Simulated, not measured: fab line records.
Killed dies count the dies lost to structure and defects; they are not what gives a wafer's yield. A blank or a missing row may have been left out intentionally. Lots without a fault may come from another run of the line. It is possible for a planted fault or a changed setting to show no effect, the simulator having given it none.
Chamber matching + flow n5 finfet + rie diel-01 running N5_DUMMY_GATE_ETCH_29: 4 sister chambers
The step etches underlayer in N2/H2, target depth 13 nm. 16 wafers are shown with their chamber, then 8 later ones without.

## EACH WAFER AND ITS CHAMBER
| wafer  | chamber | throttle valve pct (%) | showerhead plenum p Torr (Torr) | oes product au (a.u.) |
|--------|---------|------------------------|---------------------------------|-----------------------|
| L076.3 | 3       | 17.83                  | 2.45                            | 0.74                  |
| L076.4 | 1       | 17.40                  | 2.59                            | 0.96                  |
| L076.6 | 1       | 17.40                  | 2.59                            | 0.96                  |
| L081.2 | 1       | 17.42                  | 2.58                            | 0.94                  |
| L081.5 | 0       | 18.21                  | 2.60                            | 0.70                  |
| L081.6 | 2       | 18.04                  | 2.55                            | 0.74                  |
| L087.3 | 0       | 18.22                  | 2.60                            | 0.70                  |
| L087.4 | 2       | 18.06                  | 2.55                            | 0.74                  |
| L087.5 | 2       | 18.06                  | 2.55                            | 0.74                  |
| L089.1 | 1       | 17.42                  | 2.58                            | 0.92                  |
| L089.5 | 0       | 18.21                  | 2.60                            | 0.69                  |
| L089.6 | 1       | 17.41                  | 2.58                            | 0.93                  |
| L090.2 | 3       | 17.84                  | 2.44                            | 0.73                  |
| L090.5 | 1       | 17.44                  | 2.58                            | 0.91                  |
| L090.6 | 0       | 18.21                  | 2.60                            | 0.69                  |
| L091.1 | 3       | 17.84                  | 2.44                            | 0.73                  |

SIGNATURES, as means of the wafers listed above
| reading                  | chamber 0 | chamber 1 | chamber 2 | chamber 3 | scatter within a chamber |
|--------------------------|-----------|-----------|-----------|-----------|--------------------------|
| throttle valve pct       | 18.2125   | 17.4150   | 18.0533   | 17.8367   | 0.0114                   |
| showerhead plenum p Torr | 2.6000    | 2.5833    | 2.5500    | 2.4433    | 0.00408                  |
| oes product au           | 0.6950    | 0.9367    | 0.7400    | 0.7333    | 0.0138                   |
Rule: for each reading, subtract the chamber's mean from the wafer's reading, divide by that reading's scatter and square the result; add these up over the readings and take the root, which gives the wafer's distance from the chamber. The wafer belongs to the nearest chamber; if the next one is less than 2 further off, it can't be placed. How the scatter is found: for the shown wafers, subtract from each reading the mean of its chamber, square and add these, divide the total by (wafers less chambers), then take the root.

## WAFERS WITHOUT THEIR CHAMBER
| wafer  | throttle valve pct (%) | showerhead plenum p Torr (Torr) | oes product au (a.u.) |
|--------|------------------------|---------------------------------|-----------------------|
| L091.2 | 18.07                  | 2.54                            | 0.73                  |
| L091.6 | 17.86                  | 2.44                            | 0.72                  |
| L094.1 | 17.86                  | 2.44                            | 0.73                  |
| L094.2 | 17.43                  | 2.58                            | 0.90                  |
| L094.3 | 18.06                  | 2.54                            | 0.73                  |
| L095.2 | 18.07                  | 2.54                            | 0.73                  |
| L095.3 | 17.85                  | 2.44                            | 0.72                  |
| L095.5 | 17.43                  | 2.58                            | 0.90                  |

## WHICH CHAMBER EACH ONE RAN IN
| wafer  | from the rows above | in truth |
|--------|---------------------|----------|
| L091.2 | 2                   | 2        |
| L091.6 | 3                   | 3        |
| L094.1 | 3                   | 3        |
| L094.2 | 1                   | 1        |
| L094.3 | 2                   | 2        |
| L095.2 | 2                   | 2        |
| L095.3 | 3                   | 3        |
| L095.5 | 1                   | 1        |
8 of 8 placed correctly. Number that these rows cannot place: 0. 0 placed wrongly.
